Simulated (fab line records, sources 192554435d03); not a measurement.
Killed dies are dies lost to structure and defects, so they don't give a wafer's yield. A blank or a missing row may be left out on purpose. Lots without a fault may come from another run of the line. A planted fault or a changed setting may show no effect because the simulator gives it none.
Chamber matching | flow n5_finfet | N5_MIM_BOT_ETCH_ETCH_04 on rie_diel-03: 4 sister chambers
The step etches SiNx in CF4/O2, target depth 26 nm, time 13 s. 14 wafers are shown with their chamber, then 7 later ones without.

WAFERS WITH THEIR CHAMBER
wafer  | chamber | drypump_motor_current_A (A) | throttle_valve_pct (%) | oes_product_au (a.u.)
L861.2 | 2       | 5.5                         | 15.66                  | 0.96
L861.3 | 1       | 6.3                         | 16.04                  | 0.73
L861.6 | 2       | 5.5                         | 15.66                  | 0.96
L862.1 | 1       | 6.4                         | 16.04                  | 0.74
L862.3 | 2       | 5.5                         | 15.63                  | 0.95
L862.5 | 0       | 6.3                         | 15.79                  | 0.98
L864.3 | 0       | 6.3                         | 15.79                  | 0.96
L864.5 | 1       | 6.3                         | 16.05                  | 0.74
L864.6 | 2       | 5.5                         | 15.65                  | 0.95
L868.1 | 0       | 6.3                         | 15.82                  | 0.93
L868.3 | 3       | 5.9                         | 15.90                  | 0.69
L868.6 | 2       | 5.5                         | 15.69                  | 0.93
L871.1 | 2       | 5.5                         | 15.69                  | 0.91
L871.2 | 1       | 6.3                         | 16.07                  | 0.72

SIGNATURES (means of the wafers above)
reading                 | chamber 0 | chamber 1 | chamber 2 | chamber 3 | scatter within a chamber
drypump_motor_current_A | 6.300     | 6.325     | 5.500     | 5.900     | 0.0274
throttle_valve_pct      | 15.8000   | 16.0500   | 15.6633   | 15.9000   | 0.0198
oes_product_au          | 0.9567    | 0.7325    | 0.9433    | 0.6900    | 0.0186
Rule: a wafer's distance from a chamber is the root of the sum, over the readings, of the square of ((its reading less the chamber's mean) divided by the reading's scatter). The wafer belongs to the nearest chamber; if the next one is less than 2 further off, it can't be placed. The scatter: the root of (the sum of the squares of (reading less its chamber's mean) over the shown wafers, divided by (wafers less chambers)).

WAFERS WITHOUT THEIR CHAMBER
wafer  | drypump_motor_current_A (A) | throttle_valve_pct (%) | oes_product_au (a.u.)
L871.4 | 6.3                         | 16.08                  | 0.73
L873.1 | 6.3                         | 16.07                  | 0.72
L873.4 | 6.3                         | 15.85                  | 0.91
L873.6 | 5.5                         | 15.69                  | 0.90
L879.1 | 6.3                         | 16.11                  | 0.72
L879.2 | 5.9                         | 15.50                  | 0.97
L879.6 | 5.4                         | 15.73                  | 0.88

WHICH CHAMBER EACH WENT THROUGH
wafer  | from the rows above | in truth
L871.4 | 1                   | 1
L873.1 | 1                   | 1
L873.4 | 0                   | 0
L873.6 | 2                   | 2
L879.1 | 1                   | 1
L879.2 | 2                   | 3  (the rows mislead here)
L879.6 | 2                   | 2
Placed correctly: 6 of 7. Can't be placed from these rows: 0. Placed wrongly: 1.
